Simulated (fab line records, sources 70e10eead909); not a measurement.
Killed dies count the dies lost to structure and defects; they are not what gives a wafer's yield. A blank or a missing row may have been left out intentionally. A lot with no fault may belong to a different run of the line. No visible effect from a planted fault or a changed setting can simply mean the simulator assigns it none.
8D (eight disciplines) problem report, filled in by code :: flow nand_harc :: the parts of the form that need people (team, actions taken, sign-off) are left out

## 1. PROBLEM STATEMENT
Wafers without a fault read 26, standard deviation 9; killed_at_array at NHARC_END_SORT_01 reads a mean of 93 on 6 wafers belonging to 2 lots. Relative to the usual mean, that is a shift of +7.5 standard deviations.
First seen on wafer L775.1, day 21 11:17, on prober-01. Wafers with a number at this step in the record: 30, from 10 lots. Rule for "out", or "out of limits": more than 4 standard deviations from the usual mean. The rest of the wafers with a number are treated as sound.

## 2. WHAT IT IS; WHAT IT IS NOT
question: which readings at this step
is: killed_at_array, killed_dies
is not: killed_at_other, killed_at_periphery, killed_open, killed_short

question: which lots
is: L774, L775
is not: L765, L766, L767, L778, L782, L783, L786, L788

question: which wafers of those lots
is: all that have a number
is not: -

question: read on which gauges
is: prober-01
is not: prober-02

question: when
is: from day 21 11:17
is not: up to then (9 sound wafers); but 15 sound wafers of L778, L782, L783, L786, L788 came after

## 3. THE SUSPECTS, EACH WITH WHAT RULES IT OUT
Counting: any tool at a process step up to the reading is kept as a suspect provided that every lot that is out went through it and no sound lot did after the first of them.
- the gauge at NHARC_END_SORT_01: kept. All the wafers that are out were read on prober-01, and no step on other tools shows them out.
- rie_diel-06 at NHARC_A_STAIRCASE_TRIM_196 (chemistry O2, time 211.2 s): kept. It processed each lot that is out, first L774 at day 13 11:38, and no sound lot thereafter; up to then, the last sound lot it processed was L767 at day 11 17:56.
- plasma_asher-02 at NHARC_THIN_TSV_STRIP_56 (strips in O2): ruled out as a lasting fault. Following L775 (day 21 03:15), the first lot on it that is out, the sound lots L782, L788 were run on it.
What counting leaves: rie_diel-06 at NHARC_A_STAIRCASE_TRIM_196 and prober-01 at NHARC_END_SORT_01.

## 4. THE CAUSE (what the simulator had put in)
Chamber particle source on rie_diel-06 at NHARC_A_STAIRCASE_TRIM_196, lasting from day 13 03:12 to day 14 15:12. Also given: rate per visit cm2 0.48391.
Of the 2 suspects that counting leaves, this tool is one.

## 5. SEQUENCE OF EFFECTS, ordered by route
One row per reading whose mean, taken over the struck wafers that have a number, lies over 3 standard deviations from the usual. Only readings whose record carries a usual standard deviation are examined. hours: median over the lots of the time between each lot's start at the first step of this table that gives one and its start at this step. sigmas: the change, counted in usual standard deviations.
hours: 0
step: NHARC_END_SORT_01
reading: killed_at_array
usual: 26
on struck wafers: 93
change: +67
sigmas: +7.5

hours: 0
step: NHARC_END_SORT_01
reading: killed_dies
usual: 30
on struck wafers: 97
change: +67
sigmas: +7.3

## 6. WHAT WOULD HAVE CAUGHT IT SOONER
200 hours passed between the start of the fault at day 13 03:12 and the first reading out of limits at a measuring or inspecting step in this record, taken at day 21 11:17.
Tool readings at NHARC_A_STAIRCASE_TRIM_196 with a usual standard deviation given in the record: none out on any struck wafer, hence no alarm at a limit of 4 standard deviations on them.
By day 21 11:17, every lot that is out (2) had started NHARC_A_STAIRCASE_TRIM_196 on rie_diel-06. Holding the tool at that point would not have protected any of them.
